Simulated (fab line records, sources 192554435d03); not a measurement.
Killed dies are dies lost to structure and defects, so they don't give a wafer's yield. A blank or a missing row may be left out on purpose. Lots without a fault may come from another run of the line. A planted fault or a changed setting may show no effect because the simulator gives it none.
fab line records | flow n5_finfet
record lots=9 wafers=24 last_day=17
route steps=1938 shown BEOL_M4@1111 TV_LITHO@1886 TV_OPEN@1888 PAD_METAL@1895 PASSIVATION@1916
lots that met no fault: from a run of the same line without faults
start_h: hours from the record's first day to the start of the lot's first wafer shown | wait_h: hours since the lot's step before | " the same as in the row above | L1.1+2: a row that stands for several wafers | - no value, or no start given | * or withheld: withheld | < > ~ a bound
route shown NAME@n: a module of which the file shows steps, and the number in the route of the first | usual: mean/standard deviation of fault-free wafers | same: alike in all rows | chamber/n: place in a boat | sites: the reading at each site | _std_site: their standard deviation | _edge_site: outer sites' mean less inner sites' | radius_mm: how far each site lies from the wafer's centre | mask NAME#n: copy n | behind: the tool/chamber that last shaped the wafer | hold: why the lot was held/for how many hours/how that ended | device: the transistor (n, p or np) that didn't switch | end of line: the same wafers' tests at the end of the route | a step without rows: its recipe alone | killed: dies lost to structure and defects at the first sort, not the wafer's yield | map: a wafer's dies, x killed, . not, _ none there
set.NAME: the setting as run; set.NAME@STEP: as run at that earlier step | model.NAME: the simulator's own value behind a step, which no gauge read
steps of the route over a sample of lots; a table a step, a row a wafer
services: from which hour (start_h, from the record's first day; less than 0 if before it) a tool's chamber was out of use, for how many hours, and why
## steps
# step N5_BEOL_M4_RC_MEAS_101
# usual DIBL_N=37.1/1.8 DIBL_P=37.2/2.1 IOFF_N=0.17/0.033 IOFF_P=0.22/0.037 ION_N=680/11 ION_P=464/7.7 SS_N=71.7/0.63 SS_P=73.6/0.67 VT_N=248.9/2.9 VT_P=-251/3.6
# columns lot.wafer tool chamber start_h wait_h DIBL_N[mV/V] DIBL_P[mV/V] IOFF_N[nA/um] IOFF_P[nA/um] ION_N[uA/um] ION_P[uA/um] SS_N[mV/dec] SS_P[mV/dec] VT_N[mV] VT_P[mV]
L964.1 prober-02 0 190.94 0.0 38.7 40.6 0.22 0.26 701 473 72.0 74.6 242.9 -248
L964.3 " 0 " " 35.8 36.7 0.14 0.18 676 455 71.4 73.2 251.4 -256
L964.6 " 0 " " 34.1 33.8 0.12 0.15 667 454 71.0 72.5 251.3 -256
L961.1 prober-02 0 213.05 0.0 37.9 37.9 0.17 0.20 671 454 72.0 73.3 250.8 -250
L961.5 " 0 " " 38.6 38.6 0.19 0.22 677 459 72.0 73.4 247.7 -249
L961.6 " 0 " " 38.9 40.7 0.21 0.26 713 480 71.7 73.4 244.9 -249
L968.2 prober-01 0 216.16 0.2 38.2 39.4 0.22 0.31 697 481 72.4 74.2 245.5 -244
L968.3 " 0 " " 38.0 37.8 0.20 0.29 686 479 72.1 73.6 245.1 -243
L968.5 " 0 " " 37.1 36.8 0.18 0.26 680 466 72.2 73.5 246.5 -247
L966.3 prober-02 0 216.44 0.3 37.3 37.8 0.18 0.23 690 467 71.9 74.0 246.8 -249
L966.4 " 0 " " 39.4 38.5 0.21 0.24 693 462 72.3 74.5 245.6 -248
L966.6 " 0 " " 37.5 36.9 0.18 0.22 689 468 71.6 73.8 246.4 -249
L972.2 prober-01 0 240.99 0.2 38.3 38.8 0.17 0.24 671 463 71.8 75.1 250.1 -246
L972.3 " 0 " " 37.0 36.4 0.16 0.21 691 468 71.1 73.4 248.5 -252
L972.6 " 0 " " 35.7 34.3 0.14 0.17 672 457 71.4 72.9 251.5 -251
L975.2 prober-02 0 274.81 0.2 37.6 37.8 0.16 0.18 674 456 71.8 73.2 250.6 -256
L975.3 " 0 " " 37.6 37.0 0.15 0.17 673 459 71.1 72.8 250.8 -256
L975.5 " 0 " " 37.3 37.4 0.16 0.17 676 453 71.5 72.9 248.5 -256
L977.4 prober-01 0 281.90 0.5 40.3 41.7 0.24 0.26 691 465 72.6 74.3 245.7 -249
L977.5 " 0 " " 36.9 36.5 0.15 0.17 674 457 72.1 73.3 249.0 -257
L978.5 prober-01 0 286.32 0.6 35.4 34.3 0.13 0.18 687 472 71.3 73.1 251.6 -252
L978.6 " 0 " " 39.7 38.6 0.21 0.24 671 455 72.8 73.6 248.7 -250
L979.3 prober-01 0 286.94 0.6 33.3 35.1 0.13 0.18 675 461 70.6 73.1 252.0 -251
L979.4 " 0 " " 34.7 36.7 0.14 0.21 682 465 70.8 72.9 249.0 -250
# step N5_PASSIVATION_DESCUM_12
# recipe chemistry=O2 time_s=7.9 source_power_w=50 bias_power_w=20 pressure_mtorr=20 rf_frequency_hz=2.712e+07 temp_c=40 o2_flow_sccm=225
# usual drypump_motor_current_A=5.8/0.34 oes_product_au=0.82/0.076 rf_vpp_V=243.7/1.3 showerhead_plenum_p_Torr=2.14/0.069 temp_c=40.01/0.11 throttle_valve_pct=20.41/0.23
# columns lot.wafer tool chamber start_h wait_h drypump_motor_current_A oes_product_au rf_hours_counter_h rf_vpp_V showerhead_plenum_p_Torr temp_c throttle_valve_pct
L964.1 rie_diel-06 2 289.36 0.0 5.9 0.73 167 244.5 2.20 40.04 20.33
L964.3 " 0 " " 5.9 0.84 63 243.1 2.14 40.29 20.21
L964.6 " 3 " " 5.8 0.80 - 241.2 2.02 39.94 20.79
L966.3 rie_diel-04 3 309.89 0.2 5.5 0.80 102 243.7 2.11 40.07 20.20
L966.4 " 1 " " 5.8 0.94 8 241.8 2.04 40.12 20.16
L966.6 " 2 " " 5.4 0.75 - 244.7 2.20 39.84 20.75
L968.2 rie_diel-02 2 324.66 0.0 5.2 0.85 71 243.1 2.12 40.18 20.42
L968.3 " 3 " " 6.0 0.83 84 244.0 2.13 40.18 20.48
L968.5 " 0 " " 6.5 0.96 - 246.5 2.21 40.19 20.08
L961.1 rie_diel-06 3 324.87 0.1 5.9 0.79 112 240.5 2.01 39.90 20.79
L961.5 " 3 " " 5.8 0.79 - 241.1 2.01 39.84 20.81
L961.6 " 0 " " 5.8 0.84 - 242.6 2.14 39.86 20.23
L972.2 rie_diel-04 1 335.98 0.4 5.8 0.93 16 243.8 2.04 39.99 20.16
L972.3 " 0 " " 6.3 0.93 23 245.1 2.24 40.02 20.53
L972.6 " 2 " " 5.4 0.74 - 244.2 2.20 39.97 20.73
L975.2 rie_diel-06 2 375.93 0.4 5.9 0.71 193 245.0 2.19 39.91 20.35
L975.3 " 1 " " 5.9 0.87 51 247.2 2.19 39.99 20.21
L975.5 " 1 " " 5.9 0.88 - 243.5 2.19 40.08 20.22
L978.5 rie_diel-06 0 387.59 0.1 5.9 0.82 - 243.1 2.13 39.80 20.24
L978.6 " 2 " " 5.9 0.70 - 244.6 2.19 40.06 20.37
L977.4 rie_diel-04 0 390.90 0.0 6.3 0.89 38 245.2 2.24 39.91 20.55
L977.5 " 3 " " 5.4 0.76 - 242.7 2.11 40.11 20.24
L979.3 rie_diel-04 1 391.38 0.3 5.8 0.89 31 242.8 2.03 39.90 20.18
L979.4 " 3 " " 5.4 0.77 126 243.0 2.11 40.07 20.24
# step N5_PASSIVATION_VIA_ETCH_13
# recipe chemistry=CHF3/O2 target=SiO2 target_depth_a=6600 CHF3_flow_sccm=50 O2_flow_sccm=5 Ar_flow_sccm=200 time_s=330 mask_material=PR pressure_mtorr=30 source_w=650 bias_w=170 ion_energy_ev=200 ends=cleared
# usual drypump_motor_current_A=5.8/0.34 etch_rf_on_time_s=236/5.7 oes_o_777_au=0.82/0.07 oes_product_au=0.74/0.071 rf_vpp_V=528/11 showerhead_plenum_p_Torr=2.46/0.067 throttle_valve_pct=18.84/0.22
# columns lot.wafer tool chamber start_h wait_h drypump_motor_current_A etch_rf_on_time_s oes_o_777_au oes_product_au rf_hours_counter_h rf_vpp_V showerhead_plenum_p_Torr throttle_valve_pct
L964.1 rie_diel-06 2 289.51 0.0 6.0 239 0.74 0.64 167 524 2.49 18.59
L964.3 " 0 " " 5.9 223 0.88 0.76 63 522 2.45 18.58
L964.6 " 3 " " 5.8 239 0.79 0.73 - 531 2.34 19.28
L966.3 rie_diel-04 3 310.04 0.0 5.4 228 0.81 0.72 102 522 2.44 18.67
L966.4 " 1 " " 5.8 238 0.95 0.86 9 513 2.38 18.74
L966.6 " 2 " " 5.4 237 0.76 0.68 - 542 2.52 19.07
L968.2 rie_diel-02 2 324.81 0.0 5.2 235 0.85 0.76 71 528 2.44 18.87
L968.3 " 3 " " 5.9 242 0.85 0.74 84 504 2.45 18.90
L968.5 " 0 " " 6.5 231 0.90 0.86 - 534 2.57 18.70
L961.1 rie_diel-06 3 325.03 0.0 5.9 237 0.78 0.72 112 531 2.34 19.31
L961.5 " 3 " " 5.9 236 0.78 0.72 - 529 2.34 19.31
L961.6 " 0 " " 5.9 232 0.86 0.75 - 522 2.45 18.59
L972.2 rie_diel-04 1 336.13 0.0 5.8 230 0.94 0.85 16 511 2.37 18.74
L972.3 " 0 " " 6.4 226 0.93 0.83 23 544 2.55 18.79
L972.6 " 2 " " 5.4 233 0.75 0.67 - 542 2.52 19.09
L975.2 rie_diel-06 2 376.08 0.0 5.9 239 0.72 0.63 193 525 2.48 18.63
L975.3 " 1 " " 5.9 237 0.87 0.80 51 533 2.54 18.74
L975.5 " 1 " " 6.0 240 0.87 0.79 - 532 2.54 18.74
L978.5 rie_diel-06 0 387.82 0.1 5.9 233 0.84 0.74 - 521 2.44 18.62
L978.6 " 2 " " 6.0 249 0.72 0.63 - 526 2.48 18.63
L977.4 rie_diel-04 0 391.06 0.0 6.3 235 0.90 0.80 38 543 2.54 18.81
L977.5 " 3 " " 5.4 236 0.80 0.70 - 522 2.43 18.70
L979.3 rie_diel-04 1 391.54 0.0 5.8 236 0.90 0.82 31 511 2.37 18.77
L979.4 " 3 " " 5.4 231 0.79 0.70 126 522 2.43 18.72
# step N5_PASSIVATION_SPUTTER_20
# recipe material=TaN target_thk_a=500 temp_c=25 chamber_pressure_pa=0.4
# usual throttle_valve_pct=29.9/0.95
# columns lot.wafer tool chamber start_h wait_h throttle_valve_pct
L964.1 pvd_sputter-03 - 294.82 0.0 28.8
L964.3 " - " " 30.1
L964.6 " - " " 28.6
L966.3 pvd_sputter-01 - 310.70 0.0 29.4
L966.4 " - " " 30.4
L966.6 " - " " 29.7
L968.2 pvd_sputter-02 - 325.71 0.0 29.9
L968.3 " - " " 28.7
L968.5 " - " " 29.2
L961.1 pvd_sputter-02 - 326.13 0.0 29.8
L961.5 " - " " 28.9
L961.6 " - " " 28.1
L972.2 pvd_sputter-02 - 336.65 0.0 29.9
L972.3 " - " " 28.1
L972.6 " - " " 30.0
L975.2 pvd_sputter-03 - 376.66 0.0 30.5
L975.3 " - " " 28.8
L975.5 " - " " 30.3
L978.5 pvd_sputter-02 - 388.61 0.1 29.9
L978.6 " - " " 29.0
L977.4 pvd_sputter-01 - 391.86 0.0 30.9
L977.5 " - " " 29.5
L979.3 pvd_sputter-03 - 392.78 0.0 28.7
L979.4 " - " " 30.0
# step N5_PASSIVATION_PECVD_35
# recipe material=SiNx target_thk_a=7000 temp_c=400 precursor=SiH4/NH3/N2 pressure_torr=4.9 rf_w=1406 time_s=151.3
# usual heater_power_w=352/120 run_length_s=195.5/0.38 showerhead_plenum_p_Torr=8.69/0.04 throttle_valve_pct=28.8/1.5
# columns lot.wafer tool chamber start_h wait_h heater_power_w run_length_s showerhead_plenum_p_Torr throttle_valve_pct
L964.1 pecvd-03 2 296.82 0.1 164 195.5 8.71 27.4
L964.3 " 0 " " 413 195.3 8.69 27.7
L964.6 " 2 " " 200 195.6 8.72 27.4
L966.3 pecvd-03 2 312.87 0.1 238 195.7 8.69 27.6
L966.4 " 0 " " 342 194.8 8.64 27.5
L966.6 " 1 " " 594 195.4 8.67 28.9
L968.2 pecvd-03 2 327.89 0.1 207 195.8 8.72 27.5
L968.3 " 0 " " 281 195.2 8.67 27.7
L968.5 " 1 " " 524 195.5 8.70 28.9
L961.1 pecvd-04 1 328.07 0.1 210 194.6 8.82 34.0
L961.5 " 0 " " 215 195.2 8.67 29.6
L961.6 " 1 " " 263 194.7 8.83 34.2
L972.2 pecvd-04 0 338.69 0.1 275 195.8 8.66 29.3
L972.3 " 2 " " 484 195.6 8.67 29.8
L972.6 " 2 " " 515 195.3 8.67 29.9
L975.2 pecvd-03 2 378.71 0.1 234 195.3 8.70 27.7
L975.3 " 1 " " 530 195.5 8.68 28.8
L975.5 " 0 " " 336 195.3 8.67 27.8
L978.5 pecvd-03 2 390.54 0.1 247 195.7 8.69 28.0
L978.6 " 0 " " 424 265.1 8.66 27.7
L977.4 pecvd-03 2 393.99 0.1 138 265.5 8.72 28.0
L977.5 " 1 " " 476 195.8 8.68 28.6
L979.3 pecvd-03 2 395.23 0.1 260 195.5 8.71 28.1
L979.4 " 0 " " 339 265.3 8.65 27.9
# step N5_PASSIVATION_PROBE_49
# usual defect_limited_yield=91.7/1.5 killed_at_M0_to_M3=32/10 killed_at_M4_up=14/5.3 killed_at_contacts=13/5.7 killed_at_front_end=37/10 killed_at_other=3.3/2.5 killed_dies=98/18 killed_on_rim=13/3.6 killed_open=65/13 killed_short=31/7.5 sort_bin_5_function=4.9/0.91 sort_bin_6_memory=3.1/0.71 sort_bin_8_speed=0.00/0.017 sort_n_pass=1082/18 sort_yield_pct=91.7/1.5
# same gross_dies=1180 killed_at_back_side=0 sort_bin_4_leakage[%]=0
# columns lot.wafer tool chamber start_h wait_h defect_limited_yield[%] killed_at_M0_to_M3 killed_at_M4_up killed_at_contacts killed_at_front_end killed_at_other killed_dies killed_on_rim killed_open killed_short sort_bin_5_function[%] sort_bin_6_memory[%] sort_bin_8_speed[%] sort_n_pass sort_yield_pct[%]
L964.1 prober-01 - 300.38 0.0 94.2 22 10 7 29 0 68 8 37 24 3.0 2.1 0 1112 94.2
L964.3 prober-01 - 300.48 0.1 91.2 26 10 16 49 3 104 12 65 39 5.2 3.4 0 1076 91.2
L964.6 prober-01 - 300.63 0.3 91.3 28 17 11 45 2 103 11 57 42 4.8 3.2 0 1077 91.3
L966.3 prober-01 - 316.77 0.1 91.9 29 8 12 43 4 96 8 68 27 4.2 3.5 0 1084 91.9
L966.4 prober-01 - 316.82 0.2 93.2 31 13 13 22 1 80 10 51 25 4.1 2.3 0 1100 93.2
L966.6 prober-01 - 316.92 0.3 91.8 29 21 18 24 5 97 14 72 24 5.2 3.0 0 1083 91.8
L968.2 prober-02 - 331.64 0.1 88.9 52 31 7 36 5 131 17 85 46 6.8 3.8 0 1049 88.9
L968.3 prober-02 - 331.69 0.1 89.8 40 12 17 46 5 120 15 81 39 6.0 3.9 0 1060 89.8
L968.5 prober-02 - 331.79 0.2 91.8 30 12 15 38 2 97 14 66 30 4.6 3.5 0 1083 91.8
L961.1 prober-01 - 331.77 0.0 90.6 34 18 11 44 4 111 14 80 28 5.0 4.1 0.08 1069 90.6
L961.5 prober-01 - 331.97 0.2 92.4 13 29 11 34 3 90 8 62 26 4.7 2.7 0 1090 92.4
L961.6 prober-01 - 332.02 0.3 91.9 13 20 9 50 3 95 10 68 25 3.9 4.1 0 1085 91.9
L972.2 prober-01 - 342.45 0.1 91.4 37 18 13 26 7 101 13 59 37 6.0 2.0 0 1079 91.4
L972.3 prober-01 - 342.50 0.1 91.7 29 10 12 42 5 98 12 58 37 4.7 3.1 0 1082 91.7
L972.6 prober-01 - 342.65 0.3 92.9 27 15 21 16 5 84 14 61 23 4.0 2.9 0 1096 92.9
L975.2 prober-01 - 382.35 0.1 92.9 14 17 6 43 4 84 10 45 28 4.1 2.6 0 1096 92.9
L975.3 prober-01 - 382.40 0.1 92.5 22 16 14 32 4 88 9 60 26 4.6 2.5 0 1092 92.5
L975.5 prober-01 - 382.50 0.2 92.9 27 26 10 18 3 84 13 56 24 4.3 2.5 0 1096 92.9
L978.5 prober-02 - 394.47 0.2 90.9 37 20 15 29 6 107 12 63 38 5.0 3.7 0 1073 90.9
L978.6 prober-02 - 394.52 0.3 0 37 9 11 50 1073 1180 152 76 32 96.5 3.2 0 0 0
L977.4 prober-01 - 397.65 0.2 0 28 8 22 35 1087 1180 152 66 26 97.0 2.7 0 0 0
L977.5 prober-01 - 397.70 0.2 89.7 46 8 12 55 1 122 15 88 32 6.1 4.0 0 1058 89.7
L979.3 prober-02 - 399.07 0.1 94.7 26 10 13 11 3 63 7 42 21 3.1 2.0 0 1117 94.7
L979.4 prober-02 - 399.12 0.2 0 36 9 10 23 1102 1180 152 47 32 96.8 3.1 0 0 0
# killed by level:class
L964.1 MOL_CONTACT_COAG:geometric_particle:open=6 BEOL_M0_SAQP:geometric_particle:short=6 HKMG_FIN:area_etch=6 FIN_SAQP:geometric_particle:short=5 BEOL_M0_SAQP:geometric_particle:open=5 DUMMY_GATE:geometric_particle:open=4 BEOL_M4:geometric_particle:open=4 FIN_SAQP:geometric_particle:open=3
L964.3 MOL_CONTACT_COAG:geometric_particle:open=15 FIN_SAQP:geometric_particle:short=14 BEOL_M0_SAQP:geometric_particle:open=8 FIN_SAQP:geometric_particle:open=6 DUMMY_GATE:geometric_particle:open=6 BEOL_M0_SAQP:geometric_particle:short=6 GATE_CUT:geometric_particle:short=5 GATE_CUT:geometric_particle:open=4
L964.6 MOL_CONTACT_COAG:geometric_particle:open=9 BEOL_M4:geometric_particle:open=9 BEOL_M0_SAQP:geometric_particle:open=7 FIN_SAQP:geometric_particle:short=6 BEOL_M0_SAQP:geometric_particle:short=6 FIN_SAQP:geometric_particle:open=5 DUMMY_GATE:geometric_particle:open=5 BEOL_M2:geometric_particle:open=5
L966.3 FIN_SAQP:geometric_particle:open=13 MOL_CONTACT_COAG:geometric_particle:open=11 BEOL_M1:geometric_particle:open=10 STI_FIN_REVEAL:geometric_particle:open=8 FIN_SAQP:geometric_particle:short=7 DUMMY_GATE:geometric_particle:open=7 BEOL_M0_SAQP:geometric_particle:open=4 BEOL_M7:geometric_particle:open=4
L966.4 MOL_CONTACT_COAG:geometric_particle:open=11 BEOL_M2:geometric_particle:open=8 FIN_SAQP:geometric_particle:short=6 BEOL_M1:geometric_particle:open=6 BEOL_M0_SAQP:geometric_particle:short=4 BEOL_M2:geometric_particle:short=4 FIN_SAQP:geometric_particle:open=3 DUMMY_GATE:geometric_particle:open=3
L966.6 BEOL_M2:geometric_particle:open=19 BEOL_M4:geometric_particle:open=10 MOL_CONTACT_COAG:geometric_particle:short=9 MOL_CONTACT_COAG:geometric_particle:open=9 FIN_SAQP:geometric_particle:open=7 BEOL_M1:geometric_particle:open=5 BEOL_M5:geometric_particle:open=4 BEOL_M3:geometric_particle:open=3
L968.2 BEOL_M0_SAQP:geometric_particle:short=17 BEOL_M1:geometric_particle:open=10 BEOL_M4:geometric_particle:open=10 BEOL_M0_SAQP:geometric_particle:open=9 MOL_CONTACT_COAG:geometric_particle:open=7 BEOL_M3:geometric_particle:open=7 BEOL_M5:geometric_particle:open=6 STARTING-WAFER:geometric_particle:open=6
L968.3 MOL_CONTACT_COAG:geometric_particle:open=14 BEOL_M0_SAQP:geometric_particle:short=13 BEOL_M2:geometric_particle:open=9 FIN_SAQP:geometric_particle:open=8 STI_FIN_REVEAL:geometric_particle:open=8 DUMMY_GATE:geometric_particle:open=8 BEOL_M1:geometric_particle:open=6 BEOL_M4:geometric_particle:open=6
L961.1 FIN_SAQP:geometric_particle:open=11 BEOL_M4:geometric_particle:open=11 MOL_CONTACT_COAG:geometric_particle:open=9 BEOL_M1:geometric_particle:open=9 STI_FIN_REVEAL:geometric_particle:open=8 DUMMY_GATE:geometric_particle:open=6 BEOL_M0_SAQP:geometric_particle:open=6 BEOL_M2:geometric_particle:short=6
L968.5 STI_FIN_REVEAL:geometric_particle:open=12 MOL_CONTACT_COAG:geometric_particle:open=10 BEOL_M2:geometric_particle:open=9 GATE_CUT:geometric_particle:short=8 BEOL_M0_SAQP:geometric_particle:short=8 BEOL_M3:geometric_particle:open=6 MOL_CONTACT_COAG:geometric_particle:short=5 BEOL_M4:geometric_particle:open=5
L961.5 BEOL_M4:geometric_particle:open=12 FIN_SAQP:geometric_particle:short=7 FIN_SAQP:geometric_particle:open=7 STI_FIN_REVEAL:geometric_particle:open=7 MOL_CONTACT_COAG:geometric_particle:open=7 BEOL_M5:geometric_particle:open=7 MOL_CONTACT_COAG:geometric_particle:short=4 BEOL_M3:geometric_particle:open=4
L961.6 BEOL_M4:geometric_particle:open=12 STI_FIN_REVEAL:geometric_particle:open=11 DUMMY_GATE:geometric_particle:open=11 MOL_CONTACT_COAG:geometric_particle:open=8 FIN_SAQP:geometric_particle:open=7 FIN_SAQP:geometric_particle:short=5 BEOL_M4:geometric_particle:short=4 BEOL_M1:geometric_particle:short=3
L972.2 BEOL_M0_SAQP:geometric_particle:open=12 BEOL_M0_SAQP:geometric_particle:short=11 MOL_CONTACT_COAG:geometric_particle:open=10 DUMMY_GATE:geometric_particle:open=6 BEOL_M3:geometric_particle:open=6 BEOL_M4:geometric_particle:open=6 STARTING-WAFER:geometric_particle:short=6 HKMG_FIN:area_etch=4
L972.3 FIN_SAQP:geometric_particle:open=12 BEOL_M0_SAQP:geometric_particle:short=11 MOL_CONTACT_COAG:geometric_particle:open=8 FIN_SAQP:geometric_particle:short=7 BEOL_M0_SAQP:geometric_particle:open=7 STI_FIN_REVEAL:geometric_particle:open=6 STI_FIN_REVEAL:geometric_particle:short=5 BEOL_M0:geometric_particle:open=4
L972.6 MOL_CONTACT_COAG:geometric_particle:open=17 BEOL_M0_SAQP:geometric_particle:open=10 BEOL_M4:geometric_particle:open=10 BEOL_M0_SAQP:geometric_particle:short=8 MOL_CONTACT_COAG:geometric_particle:short=4 BEOL_M5:geometric_particle:open=4 FIN_SAQP:geometric_particle:open=3 STI_FIN_REVEAL:geometric_particle:open=3
L975.2 FIN_SAQP:geometric_particle:open=11 FIN_SAQP:geometric_particle:short=8 BEOL_M1:geometric_particle:open=6 STI_FIN_REVEAL:geometric_particle:open=5 BEOL_M4:geometric_particle:open=5 HKMG_FIN:area_etch=5 MOL_CONTACT_COAG:geometric_particle:short=4 BEOL_M5:geometric_particle:open=4
L975.3 MOL_CONTACT_COAG:geometric_particle:open=10 FIN_SAQP:geometric_particle:open=8 STI_FIN_REVEAL:geometric_particle:open=7 GATE_CUT:geometric_particle:short=7 BEOL_M2:geometric_particle:open=7 BEOL_M0_SAQP:geometric_particle:open=5 MOL_CONTACT_COAG:geometric_particle:short=4 BEOL_M1:geometric_particle:open=4
L975.5 BEOL_M4:geometric_particle:open=12 BEOL_M1:geometric_particle:open=9 MOL_CONTACT_COAG:geometric_particle:open=7 FIN_SAQP:geometric_particle:open=6 BEOL_M7:geometric_particle:open=6 MOL_CONTACT_COAG:geometric_particle:short=3 BEOL_M0_SAQP:geometric_particle:short=3 BEOL_M0_SAQP:geometric_particle:open=3
L978.5 MOL_CONTACT_COAG:geometric_particle:open=12 BEOL_M0_SAQP:geometric_particle:short=11 BEOL_M0_SAQP:geometric_particle:open=9 BEOL_M1:geometric_particle:open=6 BEOL_M5:geometric_particle:open=6 DUMMY_GATE:geometric_particle:open=5 GATE_CUT:geometric_particle:short=5 BEOL_M4:geometric_particle:open=5
L978.6 PASSIVATION:area_pecvd=1072 STI_FIN_REVEAL:geometric_particle:open=15 FIN_SAQP:geometric_particle:open=12 FIN_SAQP:geometric_particle:short=9 MOL_CONTACT_COAG:geometric_particle:open=7 BEOL_M1:geometric_particle:open=7 BEOL_M2:geometric_particle:open=7 BEOL_M0_SAQP:geometric_particle:short=6
L977.4 PASSIVATION:area_pecvd=1087 MOL_CONTACT_COAG:geometric_particle:open=18 BEOL_M2:geometric_particle:open=10 GATE_CUT:geometric_particle:short=8 FIN_SAQP:geometric_particle:open=7 FIN_SAQP:geometric_particle:short=5 GATE_CUT:geometric_particle:open=5 BEOL_M0:geometric_particle:open=4
L977.5 FIN_SAQP:geometric_particle:open=22 STI_FIN_REVEAL:geometric_particle:open=13 BEOL_M3:geometric_particle:open=11 MOL_CONTACT_COAG:geometric_particle:open=10 BEOL_M0_SAQP:geometric_particle:open=10 BEOL_M0_SAQP:geometric_particle:short=9 FIN_SAQP:geometric_particle:short=7 BEOL_M3:geometric_particle:short=6
L979.3 MOL_CONTACT_COAG:geometric_particle:open=11 BEOL_M2:geometric_particle:open=7 BEOL_M4:geometric_particle:open=6 BEOL_M0_SAQP:geometric_particle:short=5 BEOL_M0_SAQP:geometric_particle:open=5 DUMMY_GATE:geometric_particle:open=4 BEOL_M1:geometric_particle:open=3 FIN_SAQP:geometric_particle:short=2
L979.4 PASSIVATION:area_pecvd=1101 BEOL_M2:geometric_particle:open=11 MOL_CONTACT_COAG:geometric_particle:open=9 BEOL_M0_SAQP:geometric_particle:short=9 BEOL_M0_SAQP:geometric_particle:open=6 FIN_SAQP:geometric_particle:short=5 BEOL_M2:geometric_particle:short=5 DUMMY_GATE:geometric_particle:open=4
## services
# columns tool chamber start_h hours kind
rie_diel-02 0 265.89 - clean
rie_diel-02 0 265.89 - consumable_replace:focus_ring
rie_diel-02 0 265.89 - consumable_replace:showerhead
rie_diel-02 0 265.89 15.8 scheduled_down
rie_diel-02 0 265.89 15.8 vent_cycle
pecvd-03 0 271.69 5.5 scheduled_down
pecvd-04 1 295.10 2.1 scheduled_down
rie_diel-06 - 301.29 2.1 repair
pecvd-03 2 305.46 5.5 scheduled_down
pecvd-04 0 342.55 3.9 repair
pvd_sputter-03 - 350.34 3.1 repair
rie_diel-02 - 350.76 0.6 repair
pecvd-04 0 351.59 2.1 scheduled_down
pecvd-04 1 355.05 5.5 scheduled_down
rie_diel-04 - 369.49 0.5 repair
rie_diel-06 3 382.22 3.5 repair
pecvd-04 1 383.62 - clean
pecvd-04 1 383.62 - consumable_replace:showerhead
pecvd-04 1 383.62 29.0 scheduled_down
pecvd-04 1 383.62 29.0 vent_cycle
rie_diel-06 3 387.36 10.5 repair
## key
first_sign step=N5_PASSIVATION_PECVD_35 reading=run_length_s direction=up sigmas=99+ usual=* struck=*
effect step=N5_PASSIVATION_PROBE_49 reading=killed_at_other direction=up sigmas=99+ usual=3.3 struck=1087.3
more_kills_born_at N5_PASSIVATION_PECVD_35@pecvd-03=3260
met_at N5_PASSIVATION_PECVD_35
struck_lots L977,L978,L979
struck_wafers L977.4,L978.6,L979.4
later_rows_left_out L977.4,L978.6,L979.4
not_acting_at N5_PASSIVATION_DESCUM_12,N5_PASSIVATION_VIA_ETCH_13,N5_PASSIVATION_SPUTTER_20
onset_between 378.71 390.54
fault kind=process_parameter_drift tool=pecvd-03 chamber=- onset_h=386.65 steps=N5_PASSIVATION_PECVD_35 channel=time_s offset=* shape=step end_h=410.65 scope=struck_wafers_only acts_in=* stated=*
# later_rows_left_out: the simulator's readings of these wafers behind a module that went badly wrong aren't trusted and aren't shown, but for the sort
